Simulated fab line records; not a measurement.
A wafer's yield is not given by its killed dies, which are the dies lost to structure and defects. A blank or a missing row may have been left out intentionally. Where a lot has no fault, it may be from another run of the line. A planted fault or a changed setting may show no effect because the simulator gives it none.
fab line records	flow n5-finfet
[record] lots = 24	wafers = 72	last-day = 18
route steps=1938 shown BEOL_M9@1401 BEOL_M10@1485
lots that met no fault: taken from a fault-free run of the same line
start-h: hours from the record's opening day to when the first of the lot's shown wafers began	wait-h: hours from the lot's prior step to this one	" repeats the value in the row above	L1.1+2: a row that stands for several wafers	- no value present, or no start provided	* or withheld: withheld	< > ~ a bound
route shown NAME@n: names a module that has steps shown in the file, with the first one's number in the route	usual: mean/standard deviation taken from wafers without a fault	same: alike in all rows	chamber/n: place in a boat	sites: each site's reading	_std_site: the values' standard deviation	_edge_site: the outer-site mean with the inner-site mean subtracted	radius-mm: how far each site lies from the wafer's centre	mask NAME#n: copy n	behind: the tool/chamber that last shaped the wafer	hold: why the lot went on hold/how many hours it stayed there/how the hold came to an end	device: transistor that didn't switch, given as n, p or np	end of line: at the end of the route, the tests of the same wafers	step lacking rows: just its recipe	killed: the dies lost at the first sort to structure and to defects; this is not the yield of the wafer	map: per-die view of a wafer (x killed, . not killed, _ where there is no die)
set.NAME: setting as actually run; set.NAME@STEP: the setting as run at that earlier step	model.NAME: the simulator's own value behind a step, which no gauge read
route steps across a sampled set of lots; one table per step, one row per wafer
services: from which hour (start-h, from the record's first day; less than 0 if before it) a tool's chamber was out of use, for how many hours, and why
[[steps]]
[step N5_BEOL_M9_ILD_DEP_00]
[recipe] material = SiCOH_lowk	target-thk-a = 3085.1	temp-c = 300	precursor = DEMS/porogen	pressure-torr = 5	rf-w = 500	time-s = 58
[usual] heater-power-w = 327/48	rf-fwd-power-W = 496.5/1.6	showerhead-plenum-p-Torr = 5.734/0.015	throttle-valve-pct = 13.3/0.7
lot.wafer	tool	chamber	start-h	wait-h	heater-power-w	rf-fwd-power-W	showerhead-plenum-p-Torr	throttle-valve-pct
L074.1	pecvd-04	2	222.07	0.0	251	496.4	5.754	13.1
L074.3	"	0	"	"	370	496.9	5.726	13.1
L074.5	"	2	"	"	267	495.9	5.738	13.0
L075.3	pecvd-01	0	223.84	0.1	356	498.0	5.724	13.2
L075.4	"	1	"	"	306	499.9	5.735	14.9
L075.6	"	0	"	"	368	497.5	5.733	12.9
L076.1	pecvd-01	1	233.88	0.0	271	496.4	5.746	14.8
L076.3	"	0	"	"	395	498.5	5.720	12.9
L076.6	"	0	"	"	417	497.3	5.727	13.2
L077.1	pecvd-04	1	233.98	0.0	379	494.0	5.757	13.2
L077.3	"	2	"	"	289	494.9	5.764	12.9
L077.5	"	2	"	"	294	494.8	5.749	13.2
L079.3	pecvd-01	2	247.33	0.0	253	494.2	5.714	12.3
L079.4	"	2	"	"	272	493.7	5.724	12.4
L079.6	"	0	"	"	378	496.2	5.739	13.0
L078.2	pecvd-04	1	247.42	0.0	363	497.9	5.746	13.4
L078.4	"	0	"	"	377	495.0	5.706	13.0
L078.5	"	1	"	"	373	494.7	5.737	13.4
L080.1	pecvd-01	0	248.23	0.0	393	498.0	5.746	13.3
L080.2	"	1	"	"	288	500.0	5.731	14.7
L080.6	"	2	"	"	288	497.0	5.737	12.5
L081.2	pecvd-04	2	269.95	0.0	277	494.3	5.727	13.2
L081.4	"	0	"	"	382	497.5	5.711	13.2
L081.5	"	1	"	"	364	496.1	5.746	13.4
L082.2	pecvd-01	2	270.02	0.0	303	495.5	5.736	12.3
L082.4	"	2	"	"	311	496.1	5.730	12.3
L082.6	"	0	"	"	339	497.3	5.730	13.2
L084.1	pecvd-04	2	275.17	0.0	269	495.0	5.739	12.9
L084.3	"	1	"	"	364	495.7	5.755	13.2
L084.4	"	0	"	"	373	495.5	5.721	13.1
L083.2	pecvd-01	2	275.99	0.0	240	494.0	5.726	12.3
L083.4	"	1	"	"	284	497.4	5.728	15.0
L083.5	"	2	"	"	253	497.0	5.729	12.5
L085.3	pecvd-01	2	297.50	0.0	270	500.3	5.736	12.4
L085.5	"	0	"	"	403	497.0	5.730	13.2
L085.6	"	2	"	"	283	498.2	5.730	12.3
L087.2	pecvd-01	1	297.76	0.0	288	496.6	5.725	14.9
L087.4	"	0	"	"	393	497.3	5.722	12.7
L087.6	"	1	"	"	297	498.8	5.734	14.7
L088.2	pecvd-01	2	298.50	0.0	269	492.5	5.730	12.5
L088.3	"	1	"	"	289	493.6	5.714	14.7
L088.5	"	2	"	"	276	496.2	5.744	12.5
L086.1	pecvd-04	2	298.77	0.0	293	495.6	5.754	13.1
L086.2	"	1	"	"	310	493.9	5.750	13.1
L086.5	"	2	"	"	238	495.4	5.729	13.1
L089.2	pecvd-04	1	303.68	0.0	307	495.9	5.752	13.0
L089.4	"	0	"	"	324	495.5	5.717	13.1
L089.6	"	1	"	"	330	495.8	5.753	13.3
L091.2	pecvd-04	0	309.93	0.0	343	495.4	5.716	13.3
L091.4	"	1	"	"	296	496.2	5.739	13.0
L091.6	"	0	"	"	349	496.5	5.719	12.8
L090.1	pecvd-04	1	319.72	0.0	358	496.9	5.749	13.2
L090.5	"	0	"	"	361	499.3	5.731	13.3
L090.6	"	2	"	"	262	498.0	5.760	12.9
L092.2	pecvd-04	1	328.54	0.0	364	494.8	5.755	13.3
L092.5	"	1	"	"	364	496.8	5.757	13.0
L092.6	"	0	"	"	344	496.1	5.726	13.3
L093.3	pecvd-03	2	328.74	0.0	350	497.9	5.755	13.0
L093.4	"	2	"	"	363	495.7	5.746	13.1
L093.5	"	1	"	"	300	497.2	5.713	14.0
L094.4	pecvd-01	1	339.01	0.1	251	496.4	5.733	14.7
L094.5	"	0	"	"	381	497.2	5.735	13.3
L094.6	"	2	"	"	298	494.6	5.727	12.5
L095.1	pecvd-04	2	346.65	0.0	285	496.3	5.739	12.8
L095.5	"	2	"	"	288	498.0	5.737	13.2
L095.6	"	1	"	"	376	493.8	5.759	13.1
L097.1	pecvd-04	0	366.47	0.0	356	496.0	5.712	13.2
L097.4	"	2	"	"	281	499.0	5.729	13.1
L097.5	"	1	"	"	376	494.5	5.771	13.2
L096.1	pecvd-03	0	369.92	0.0	430	499.7	5.727	14.3
L096.2	"	1	"	"	285	496.6	5.729	14.0
L096.3	"	2	"	"	402	495.0	5.755	13.0
[step N5_BEOL_M9_THK_MEAS_01]
[recipe] reads = SiCOH_lowk_of_BEOL_M9_ILD_DEP_00
[usual] M9_ILD_THK = 267/3.7
lot.wafer	tool	chamber	start-h	wait-h	M9_ILD_THK[nm]
L074.1	film-metro-02	-	223.18	0.8	264
L074.3	"	-	"	"	271
L074.5	"	-	"	"	272
L075.3	film-metro-02	-	224.44	0.3	268
L075.4	"	-	"	"	266
L075.6	"	-	"	"	270
L076.1	film-metro-02	-	234.47	0.4	263
L076.3	"	-	"	"	266
L076.6	"	-	"	"	270
L077.1	film-metro-02	-	234.57	0.4	269
L077.3	"	-	"	"	265
L077.5	"	-	"	"	272
L079.3	film-metro-02	-	247.92	0.3	261
L079.4	"	-	"	"	263
L079.6	"	-	"	"	266
L078.2	film-metro-02	-	248.01	0.4	266
L078.4	"	-	"	"	271
L078.5	"	-	"	"	270
L080.1	film-metro-02	-	248.82	0.4	263
L080.2	"	-	"	"	258
L080.6	"	-	"	"	265
L081.2	film-metro-02	-	270.54	0.4	266
L081.4	"	-	"	"	270
L081.5	"	-	"	"	273
L082.2	film-metro-02	-	270.70	0.4	266
L082.4	"	-	"	"	266
L082.6	"	-	"	"	267
L084.1	film-metro-02	-	276.08	0.4	265
L084.3	"	-	"	"	268
L084.4	"	-	"	"	274
L083.2	film-metro-01	-	276.58	0.4	263
L083.4	"	-	"	"	266
L083.5	"	-	"	"	265
L085.3	film-metro-01	-	298.09	0.3	264
L085.5	"	-	"	"	266
L085.6	"	-	"	"	269
L087.2	film-metro-01	-	298.35	0.4	264
L087.4	"	-	"	"	264
L087.6	"	-	"	"	263
L088.2	film-metro-02	-	299.09	0.4	267
L088.3	"	-	"	"	265
L088.5	"	-	"	"	265
L086.1	film-metro-02	-	299.36	0.4	265
L086.2	"	-	"	"	265
L086.5	"	-	"	"	267
L089.2	film-metro-01	-	304.27	0.4	266
L089.4	"	-	"	"	268
L089.6	"	-	"	"	268
L091.2	film-metro-01	-	310.52	0.4	269
L091.4	"	-	"	"	267
L091.6	"	-	"	"	273
L090.1	film-metro-02	-	320.31	0.4	266
L090.5	"	-	"	"	273
L090.6	"	-	"	"	269
L092.2	film-metro-01	-	329.13	0.4	266
L092.5	"	-	"	"	273
L092.6	"	-	"	"	275
L093.3	film-metro-01	-	329.34	0.3	260
L093.4	"	-	"	"	263
L093.5	"	-	"	"	269
L094.4	film-metro-02	-	339.58	0.2	271
L094.5	"	-	"	"	267
L094.6	"	-	"	"	271
L095.1	film-metro-01	-	347.24	0.4	264
L095.5	"	-	"	"	270
L095.6	"	-	"	"	271
L097.1	film-metro-01	-	367.54	0.8	265
L097.4	"	-	"	"	269
L097.5	"	-	"	"	269
L096.1	film-metro-01	-	370.51	0.4	266
L096.2	"	-	"	"	262
L096.3	"	-	"	"	258
[step N5_BEOL_M9_STRIP_36]
[recipe] chemistry = N2/H2	power-w = 450	temp-c = 40	pressure-mtorr = 20	rf-frequency-hz = 6e+07	overash-fraction = 0.3	bias-power-w = 7	h2-frac = 0.5	n2-flow-sccm = 200	h2-flow-sccm = 200
[usual] drypump-motor-current-A = 5.6/0.49	oes-product-au = 0.81/0.086	rf-vpp-V = 59.0/1.4	showerhead-plenum-p-Torr = 2.52/0.088	throttle-valve-pct = 23.7/0.38
lot.wafer	tool	chamber	start-h	wait-h	drypump-motor-current-A	oes-product-au	rf-hours-counter-h	rf-vpp-V	showerhead-plenum-p-Torr	throttle-valve-pct
L074.1	rie-diel-04	1	228.01	0.0	6.5	0.78	122	58.6	2.55	23.1
L074.3	"	2	"	"	6.1	0.69	236	59.9	2.63	24.5
L074.5	"	2	"	"	6.2	0.68	-	58.3	2.63	24.5
L075.3	rie-diel-06	3	228.73	0.0	5.3	0.72	-	58.6	2.42	24.2
L075.4	"	0	"	"	5.4	0.83	-	60.0	2.47	24.0
L075.6	"	0	"	"	5.3	0.81	-	56.7	2.47	24.0
L076.1	rie-diel-04	3	244.10	0.0	5.3	0.70	227	60.4	2.64	23.7
L076.3	"	2	"	"	6.1	0.68	240	59.0	2.63	24.6
L076.6	"	3	"	"	5.3	0.69	-	57.9	2.64	23.7
L077.1	rie-diel-06	0	244.13	0.0	5.3	0.83	79	61.3	2.47	24.0
L077.3	"	2	"	"	4.8	0.89	18	60.0	2.60	23.4
L077.5	"	3	"	"	5.2	0.72	-	60.8	2.42	24.2
L079.3	rie-diel-02	0	252.37	0.0	6.0	0.74	-	60.1	2.49	23.9
L079.4	"	1	"	"	5.9	0.82	-	59.7	2.45	23.3
L079.6	"	1	"	"	5.9	0.82	-	60.9	2.45	23.2
L078.2	rie-diel-06	0	252.40	0.0	5.4	0.81	82	58.6	2.47	24.1
L078.4	"	0	"	"	5.4	0.82	-	59.7	2.47	24.1
L078.5	"	3	"	"	5.3	0.72	-	58.3	2.42	24.2
L080.1	rie-diel-02	1	252.99	0.0	5.9	0.83	90	56.8	2.45	23.3
L080.2	"	0	"	"	6.0	0.75	196	57.5	2.49	23.9
L080.6	"	1	"	"	5.9	0.83	-	58.5	2.45	23.3
L081.2	rie-diel-06	1	274.45	0.0	5.2	0.95	13	57.6	2.72	23.5
L081.4	"	2	"	"	4.8	0.87	29	59.9	2.60	23.4
L081.5	"	3	"	"	5.3	0.70	-	59.1	2.42	24.2
L082.2	rie-diel-02	3	274.80	0.0	5.1	0.75	156	59.9	2.42	24.0
L082.4	"	0	"	"	6.0	0.73	-	61.6	2.49	23.9
L082.6	"	1	"	"	5.9	0.82	-	58.6	2.45	23.3
L083.2	rie-diel-06	0	281.98	0.0	5.3	0.82	92	58.6	2.46	24.1
L083.4	"	2	"	"	4.8	0.87	32	59.6	2.59	23.4
L083.5	"	2	"	"	4.8	0.88	-	62.0	2.59	23.5
L084.1	rie-diel-04	1	282.05	0.0	6.5	0.74	139	56.4	2.54	23.1
L084.3	"	0	"	"	5.6	0.90	-	56.3	2.49	23.9
L084.4	"	1	"	"	6.5	0.75	-	58.6	2.54	23.1
L085.3	rie-diel-06	0	303.11	0.0	5.4	0.80	100	57.7	2.46	24.1
L085.5	"	0	"	"	5.4	0.81	-	55.7	2.46	24.1
L085.6	"	3	"	"	5.3	0.69	-	58.4	2.41	24.3
L088.2	rie-diel-02	3	307.06	0.0	5.0	0.73	168	57.1	2.41	24.0
L088.3	"	1	"	"	5.9	0.81	108	56.3	2.44	23.3
L088.5	"	1	"	"	5.9	0.80	-	57.4	2.44	23.3
L087.2	rie-diel-06	1	307.28	0.0	5.2	0.92	24	60.7	2.72	23.5
L087.4	"	3	"	"	5.2	0.70	214	57.1	2.41	24.3
L087.6	"	1	"	"	5.1	0.91	-	59.5	2.72	23.5
L086.1	rie-diel-06	3	307.71	0.0	5.3	0.70	214	58.5	2.41	24.2
L086.2	"	0	"	"	5.3	0.80	102	56.9	2.46	24.1
L086.5	"	2	"	"	4.8	0.85	-	60.7	2.59	23.5
L089.2	rie-diel-04	2	308.88	0.0	6.1	0.97	2	59.3	2.63	24.0
L089.4	"	0	"	"	5.6	0.88	33	59.1	2.48	23.9
L089.6	"	2	"	"	6.1	0.96	-	57.0	2.63	24.0
L091.2	rie-diel-06	0	314.66	0.0	5.3	0.79	105	57.5	2.46	24.1
L091.4	"	1	"	"	5.2	0.91	27	59.5	2.71	23.5
L091.6	"	1	"	"	5.1	0.90	-	61.8	2.71	23.5
L090.1	rie-diel-04	0	324.20	0.0	5.6	0.86	37	61.0	2.48	23.9
L090.5	"	2	"	"	6.1	0.95	-	60.5	2.62	24.0
L090.6	"	1	"	"	6.5	0.75	-	60.3	2.53	23.1
L092.2	rie-diel-02	2	334.90	0.0	5.7	0.91	16	58.3	2.51	23.4
L092.5	"	3	"	"	5.1	0.75	-	57.9	2.41	24.0
L092.6	"	2	"	"	5.8	0.91	-	58.0	2.51	23.4
L093.3	rie-diel-04	2	335.20	0.0	6.1	0.92	9	59.0	2.62	24.0
L093.4	"	3	"	"	5.3	0.69	249	59.6	2.63	23.8
L093.5	"	1	"	"	6.5	0.75	-	58.2	2.53	23.1
L094.4	rie-diel-02	3	342.10	0.0	5.0	0.74	178	58.6	2.41	24.0
L094.5	"	3	"	"	5.0	0.73	-	59.8	2.41	24.0
L094.6	"	0	"	"	6.0	0.72	-	58.7	2.48	23.9
L095.1	rie-diel-02	2	353.87	0.0	5.8	0.91	23	59.5	2.50	23.4
L095.5	"	2	"	"	5.8	0.90	-	58.9	2.50	23.4
L095.6	"	1	"	"	5.9	0.79	-	59.6	2.43	23.3
L097.1	rie-diel-04	0	371.28	0.0	5.6	0.84	54	60.5	2.47	23.9
L097.4	"	1	"	"	6.5	0.73	171	57.7	2.53	23.2
L097.5	"	2	"	"	6.1	0.91	-	61.4	2.62	24.0
L096.1	rie-diel-04	1	373.54	0.0	6.5	0.74	172	57.5	2.53	23.2
L096.2	"	0	"	"	5.6	0.84	54	59.0	2.47	23.9
L096.3	"	2	"	"	6.1	0.89	25	56.5	2.62	24.0
[step N5_BEOL_M9_CURE_72]
[recipe] temp-c = 370	time-s = 120	ambient = DMADMS/He	material = SiCOH_lowk
[usual] lamp-power-pct = 52.32/0.056	wafer_temp_C_max = 372.0/0.71
lot.wafer	tool	chamber	start-h	wait-h	lamp-power-pct	wafer_temp_C_max
L074.1	uv-cure-01	1	228.42	0.0	52.27	371.5
L074.3	"	1	"	"	52.28	371.3
L074.5	"	1	"	"	52.32	371.3
L075.3	uv-cure-03	2	229.31	0.1	52.33	371.2
L075.4	"	2	"	"	52.28	370.6
L075.6	"	2	"	"	52.23	371.4
L076.1	uv-cure-02	2	244.59	0.1	52.27	373.6
L076.3	"	2	"	"	52.22	372.3
L076.6	"	2	"	"	52.32	372.5
L077.1	uv-cure-03	1	244.95	0.4	52.23	371.5
L077.3	"	1	"	"	52.33	371.5
L077.5	"	1	"	"	52.36	371.9
L078.2	uv-cure-01	0	252.85	0.1	52.31	372.3
L078.4	"	0	"	"	52.32	371.5
L078.5	"	0	"	"	52.24	372.4
L079.3	uv-cure-03	0	252.95	0.1	52.32	371.9
L079.4	"	0	"	"	52.21	372.0
L079.6	"	0	"	"	52.38	371.4
L080.1	uv-cure-01	1	253.49	0.0	52.34	371.3
L080.2	"	1	"	"	52.30	371.2
L080.6	"	1	"	"	52.44	371.3
L081.2	uv-cure-03	0	274.91	0.1	52.41	372.7
L081.4	"	0	"	"	52.34	372.1
L081.5	"	0	"	"	52.29	372.1
L082.2	uv-cure-01	0	275.32	0.2	52.38	371.9
L082.4	"	0	"	"	52.23	372.3
L082.6	"	0	"	"	52.31	372.0
L083.2	uv-cure-02	1	282.72	0.4	52.43	372.2
L083.4	"	1	"	"	52.24	371.5
L083.5	"	1	"	"	52.38	371.8
L084.1	uv-cure-02	1	282.97	0.4	52.33	371.8
L084.3	"	1	"	"	52.31	371.9
L084.4	"	1	"	"	52.31	372.5
L085.3	uv-cure-02	1	303.62	0.1	52.31	372.0
L085.5	"	1	"	"	52.26	372.2
L085.6	"	1	"	"	52.32	372.0
L088.2	uv-cure-01	2	307.54	0.1	52.33	372.2
L088.3	"	2	"	"	52.32	372.7
L088.5	"	2	"	"	52.27	372.3
L087.2	uv-cure-02	1	307.74	0.1	52.40	371.3
L087.4	"	1	"	"	52.32	371.3
L087.6	"	1	"	"	52.31	372.4
L086.1	uv-cure-02	2	308.11	0.0	52.31	372.9
L086.2	"	2	"	"	52.19	373.1
L086.5	"	2	"	"	52.38	373.2
L089.2	uv-cure-01	0	309.34	0.1	52.37	371.3
L089.4	"	0	"	"	52.39	372.2
L089.6	"	0	"	"	52.33	371.9
L091.2	uv-cure-03	0	315.17	0.1	52.23	372.1
L091.4	"	0	"	"	52.36	371.4
L091.6	"	0	"	"	52.30	371.8
L090.1	uv-cure-03	0	324.62	0.0	52.30	371.3
L090.5	"	0	"	"	52.32	371.7
L090.6	"	0	"	"	52.28	372.4
L092.2	uv-cure-03	2	335.41	0.1	52.41	371.1
L092.5	"	2	"	"	52.35	370.8
L092.6	"	2	"	"	52.34	371.2
L093.3	uv-cure-02	2	335.72	0.1	52.31	373.2
L093.4	"	2	"	"	52.29	373.9
L093.5	"	2	"	"	52.25	372.9
L094.4	uv-cure-01	0	342.66	0.2	52.27	372.4
L094.5	"	0	"	"	52.38	372.5
L094.6	"	0	"	"	52.31	372.4
L095.1	uv-cure-02	0	354.49	0.2	52.43	370.9
L095.5	"	0	"	"	52.26	371.1
L095.6	"	0	"	"	52.21	370.9
L097.1	uv-cure-02	2	371.69	0.0	52.30	372.8
L097.4	"	2	"	"	52.25	373.0
L097.5	"	2	"	"	52.34	373.5
L096.1	uv-cure-01	1	373.95	0.0	52.47	371.6
L096.2	"	1	"	"	52.34	371.8
L096.3	"	1	"	"	52.38	371.4
[step N5_BEOL_M9_INSPECT_58]
[recipe] inspect-instrument = darkfield	mode = post-dep
[usual] raw-defect-count = 81/31
lot.wafer	tool	chamber	start-h	wait-h	raw-defect-count
L074.1	defect-inspect-01	-	230.88	0.0	46
L074.3	"	-	"	"	80
L074.5	"	-	"	"	65
L075.3	defect-inspect-02	-	231.73	0.0	152
L075.4	"	-	"	"	134
L075.6	"	-	"	"	136
L076.1	defect-inspect-02	-	247.55	0.0	57
L076.3	"	-	"	"	98
L076.6	"	-	"	"	89
L077.1	defect-inspect-01	-	248.21	0.0	68
L077.3	"	-	"	"	56
L077.5	"	-	"	"	61
L078.2	defect-inspect-01	-	255.81	0.0	78
L078.4	"	-	"	"	100
L078.5	"	-	"	"	87
L079.3	defect-inspect-02	-	255.88	0.0	79
L079.4	"	-	"	"	48
L079.6	"	-	"	"	79
L080.1	defect-inspect-02	-	256.14	0.0	45
L080.2	"	-	"	"	82
L080.6	"	-	"	"	109
L081.2	defect-inspect-02	-	277.09	0.0	73
L081.4	"	-	"	"	58
L081.5	"	-	"	"	100
L082.2	defect-inspect-02	-	279.25	0.0	94
L082.4	"	-	"	"	121
L082.6	"	-	"	"	146
L083.2	defect-inspect-01	-	285.17	0.0	84
L083.4	"	-	"	"	73
L083.5	"	-	"	"	40
L084.1	defect-inspect-01	-	285.68	0.0	59
L084.3	"	-	"	"	52
L084.4	"	-	"	"	57
L085.3	defect-inspect-01	-	307.24	0.0	96
L085.5	"	-	"	"	88
L085.6	"	-	"	"	86
L088.2	defect-inspect-01	-	309.61	0.0	104
L088.3	"	-	"	"	65
L088.5	"	-	"	"	97
L087.2	defect-inspect-02	-	309.80	0.0	226
L087.4	"	-	"	"	134
L087.6	"	-	"	"	187
L086.1	defect-inspect-02	-	310.29	0.0	95
L086.2	"	-	"	"	91
L086.5	"	-	"	"	72
L089.2	defect-inspect-01	-	312.01	0.0	71
L089.4	"	-	"	"	45
L089.6	"	-	"	"	88
L091.2	defect-inspect-01	-	317.42	0.0	86
L091.4	"	-	"	"	61
L091.6	"	-	"	"	68
L090.1	defect-inspect-02	-	326.92	0.0	98
L090.5	"	-	"	"	73
L090.6	"	-	"	"	65
L092.2	defect-inspect-02	-	338.09	0.0	42
L092.5	"	-	"	"	34
L092.6	"	-	"	"	44
L093.3	defect-inspect-02	-	338.90	0.3	69
L093.4	"	-	"	"	57
L093.5	"	-	"	"	47
L094.4	defect-inspect-02	-	344.78	0.0	105
L094.5	"	-	"	"	77
L094.6	"	-	"	"	82
L095.1	defect-inspect-01	-	357.94	0.0	112
L095.5	"	-	"	"	84
L095.6	"	-	"	"	111
L097.1	defect-inspect-02	-	374.28	0.0	71
L097.4	"	-	"	"	117
L097.5	"	-	"	"	110
L096.1	defect-inspect-01	-	377.58	0.0	65
L096.2	"	-	"	"	45
L096.3	"	-	"	"	71
[step N5_BEOL_M10_INSPECT_13]
[recipe] mode = adi	inspect-instrument = brightfield
[usual] raw-defect-count = 458/110
lot.wafer	tool	chamber	start-h	wait-h	raw-defect-count
L074.1	defect-inspect-01	-	233.74	0.0	451
L074.3	"	-	"	"	573
L074.5	"	-	"	"	436
L075.3	defect-inspect-02	-	233.94	0.0	550
L075.4	"	-	"	"	588
L075.6	"	-	"	"	621
L076.1	defect-inspect-02	-	251.12	0.0	387
L076.3	"	-	"	"	472
L076.6	"	-	"	"	427
L077.1	defect-inspect-02	-	251.32	0.0	521
L077.3	"	-	"	"	699
L077.5	"	-	"	"	572
L078.2	defect-inspect-02	-	258.10	0.0	414
L078.4	"	-	"	"	430
L078.5	"	-	"	"	542
L079.3	defect-inspect-02	-	258.28	0.0	312
L079.4	"	-	"	"	301
L079.6	"	-	"	"	356
L080.1	defect-inspect-02	-	258.64	0.0	354
L080.2	"	-	"	"	435
L080.6	"	-	"	"	576
L081.2	defect-inspect-01	-	279.74	0.0	272
L081.4	"	-	"	"	350
L081.5	"	-	"	"	458
L082.2	defect-inspect-01	-	282.93	0.0	484
L082.4	"	-	"	"	575
L082.6	"	-	"	"	620
L083.2	defect-inspect-02	-	287.77	0.0	513
L083.4	"	-	"	"	425
L083.5	"	-	"	"	454
L084.1	defect-inspect-01	-	288.12	0.0	381
L084.3	"	-	"	"	339
L084.4	"	-	"	"	351
L085.3	defect-inspect-01	-	308.57	0.0	318
L085.5	"	-	"	"	299
L085.6	"	-	"	"	441
L087.2	defect-inspect-02	-	311.66	0.0	637
L087.4	"	-	"	"	557
L087.6	"	-	"	"	618
L088.2	defect-inspect-01	-	311.70	0.0	479
L088.3	"	-	"	"	354
L088.5	"	-	"	"	457
L086.1	defect-inspect-01	-	314.06	0.0	485
L086.2	"	-	"	"	434
L086.5	"	-	"	"	484
L089.2	defect-inspect-01	-	314.71	0.0	437
L089.4	"	-	"	"	325
L089.6	"	-	"	"	563
L091.2	defect-inspect-01	-	320.18	0.0	404
L091.4	"	-	"	"	407
L091.6	"	-	"	"	377
L090.1	defect-inspect-02	-	328.23	0.0	516
L090.5	"	-	"	"	663
L090.6	"	-	"	"	575
L092.2	defect-inspect-02	-	340.09	0.0	346
L092.5	"	-	"	"	342
L092.6	"	-	"	"	451
L093.3	defect-inspect-02	-	340.42	0.0	397
L093.4	"	-	"	"	371
L093.5	"	-	"	"	420
L094.4	defect-inspect-02	-	348.23	0.0	592
L094.5	"	-	"	"	527
L094.6	"	-	"	"	409
L095.1	defect-inspect-01	-	359.34	0.0	455
L095.5	"	-	"	"	474
L095.6	"	-	"	"	424
L097.1	defect-inspect-02	-	377.16	0.0	801
L097.4	"	-	"	"	855
L097.5	"	-	"	"	640
L096.1	defect-inspect-02	-	380.72	0.0	279
L096.2	"	-	"	"	272
L096.3	"	-	"	"	320
[[services]]
tool	chamber	start-h	hours	kind
rie-diel-04	2	198.53	2.8	repair
pecvd-01	2	202.38	-	clean
pecvd-01	2	202.38	-	consumable-replace:showerhead
pecvd-01	2	202.38	29.0	scheduled-down
pecvd-03	-	217.15	98.4	repair
rie-diel-06	2	218.19	13.6	repair
rie-diel-06	0	220.16	6.2	repair
pecvd-01	1	234.87	10.4	repair
rie-diel-02	3	243.66	9.1	repair
rie-diel-02	2	249.10	3.6	repair
pecvd-04	-	255.35	2.8	pm
rie-diel-06	-	266.11	2.8	pm
rie-diel-04	0	266.58	4.5	repair
uv-cure-02	-	267.85	9.5	repair
uv-cure-03	-	280.33	3.0	repair
uv-cure-01	-	298.16	1.0	pm
pecvd-04	-	309.26	0.5	repair
pecvd-03	-	315.59	5.5	pm
uv-cure-02	-	318.10	1.0	pm
pecvd-03	-	329.55	15.6	pm
rie-diel-06	3	330.98	3.6	repair
rie-diel-06	3	344.09	19.8	repair
rie-diel-06	0	359.62	9.0	repair
rie-diel-06	1	372.98	32.4	repair
[[key]]
fault none
